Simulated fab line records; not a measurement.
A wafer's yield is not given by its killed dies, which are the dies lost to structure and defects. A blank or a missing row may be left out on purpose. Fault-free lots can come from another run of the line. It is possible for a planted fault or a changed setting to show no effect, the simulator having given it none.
Comparing a struck lot with a sound one | flow nand_harc | 13 steps out of a route of 1159
Sound: wafers L438.1, L438.2, L438.5. The struck wafers were L450.2, L450.4, L450.5. The cause comes at the end.
Order at every step that has rows: each side's tool, ch and its chambers, its first start. Under that, the readings that differ: sound wafers | struck wafers | difference of the means | sigmas: that difference in standard deviations of wafers without a fault.
alike: a reading whose means differ by less than 2 such deviations, as well as words and numbers matching on both sides. not compared: withheld readings; readings where some wafer has no value; bounds like >300 that might hide an equal value; numbers whose values overlap and for which the record gives no deviation.
Wherever a step has rows on one side only, a row that says differs or no value, or a row with sigmas, the two part there. Non-overlapping numbers with no deviation appear without sigmas and do not part them. A reading missing from all wafers of one side parts the sides only when that side holds two or more wafers.

NHARC_A_BLC_CMP_25: polishes, t overpolish 30 s, target thk 150 nm.
  sound on cmp-02 ch 0,2,3, day 19 03:14; struck on cmp-01 ch 0,2, day 21 08:39
  alike: motor_current_A, overpolish_run_s, slurry_flow_ml_min, time_to_endpoint_s
following that, these wafers have no rows for 1 step: NHARC_A_BLC_SRD_27.
NHARC_A_BLC_INSPECT_28:
  struck on defect_inspect-02, day 21 09:03; sound on defect_inspect-02, day 19 03:35
  alike: raw_defect_count
then, 8 steps without rows for these wafers: NHARC_A_M0_DEP_00 (deposits SiOC, target thk 150 nm); NHARC_A_M0_DEHYDRATE_01 (time 120 s); NHARC_A_M0_HMDS_02 (time 30 s); NHARC_A_M0_COAT_33 (time 65 s); NHARC_A_M0_COAT_03 (resist thk 90 nm); NHARC_A_M0_SOFTBAKE_04 (time 55 s); NHARC_A_M0_EBR_05; NHARC_A_M0_EXPOSE_06 (exposes mask A M0, target cd 80 nm).
NHARC_A_M0_PEB_07: peb time 65 s.
  sound on litho_track-01 ch 0, day 19 04:17; struck on litho_track-01 ch 0, day 21 09:52
  reading                  | sound             | struck            | difference | sigmas
  heater_power_total_W (W) | 157.1 156.1 157.2 | 169.3 168.8 169.3 | +12.3      | +31
then, 1 step without rows for these wafers: NHARC_A_M0_DEVELOP_08 (develop time 35 s).

## WHERE THEY PART
Within this record, at NHARC_A_M0_PEB_07 only.

WHY: whatever the simulator had introduced
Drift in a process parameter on litho_track-01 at NHARC_A_M0_PEB_07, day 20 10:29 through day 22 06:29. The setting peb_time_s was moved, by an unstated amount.
